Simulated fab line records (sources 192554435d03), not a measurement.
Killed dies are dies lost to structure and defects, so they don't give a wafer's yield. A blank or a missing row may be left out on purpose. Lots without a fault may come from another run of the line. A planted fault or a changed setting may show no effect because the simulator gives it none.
One fault seen from 2 desks :: flow n5-finfet :: each desk holds nothing but its own numbers, with what lay behind them at the end

== FROM THE METROLOGY DESK ==
What the gauges read, lot by lot, whatever tool the lot ran on: means of the sampled wafers that have a number. If a lot's mean is further than 4 standard deviations from the usual mean, the lot is out of limits and carries the mark OUT (the distance appears in the brackets).
Columns: A = trench-depth-nm at N5_BEOL_M11_OCD_MEAS_38, usual 148 nm; B = cd-nm at N5_BEOL_M11_CD_MEAS_35, usual 70.2 nm
lot: L820
first seen here: day 10 22:27
A: 150
B: 70.9

lot: L822
first seen here: day 11 05:28
A: 147
B: 70.2

lot: L823
first seen here: day 11 13:40
A: 150
B: 70.5

lot: L824
first seen here: day 12 05:04
A: 148
B: 69.2

lot: L838
first seen here: day 15 16:03
A: 146
B: 70.6

lot: L839
first seen here: day 15 23:02
A: 146
B: 69.0
This desk found nothing out of limits on any of the 6 lots.

== DESK OF THE TOOL OWNER: ald-metal-03 ==
The tool's own readings at N5_BEOL_M11_ALD_74 (deposits TaN, target thk 2 nm, pulse time 2 s, purge time 3 s): means of the sampled wafers that have a number, for each lot that ran on this tool. If a lot's mean is further than 4 standard deviations from the usual mean, the lot is out of limits and carries the mark OUT (the distance appears in the brackets).
Columns: A = chamber-pressure-Torr at N5_BEOL_M11_ALD_74, usual 3.000 Torr; B = heater-power-w at N5_BEOL_M11_ALD_74, usual 407 W
lot: L822
first seen here: day 11 06:34
A: 3.000
B: 432

lot: L823
first seen here: day 11 17:20
A: 3.000
B: 448

lot: L824
first seen here: day 12 05:53
A: 3.000
B: 441
This desk found nothing out of limits on any of the 3 lots.

== ALL TOGETHER ==
The metrology desk saw nothing out of limits.
Nothing out of limits was seen by the tool owner's desk.

== WHAT THE SIMULATOR HAD INSERTED ==
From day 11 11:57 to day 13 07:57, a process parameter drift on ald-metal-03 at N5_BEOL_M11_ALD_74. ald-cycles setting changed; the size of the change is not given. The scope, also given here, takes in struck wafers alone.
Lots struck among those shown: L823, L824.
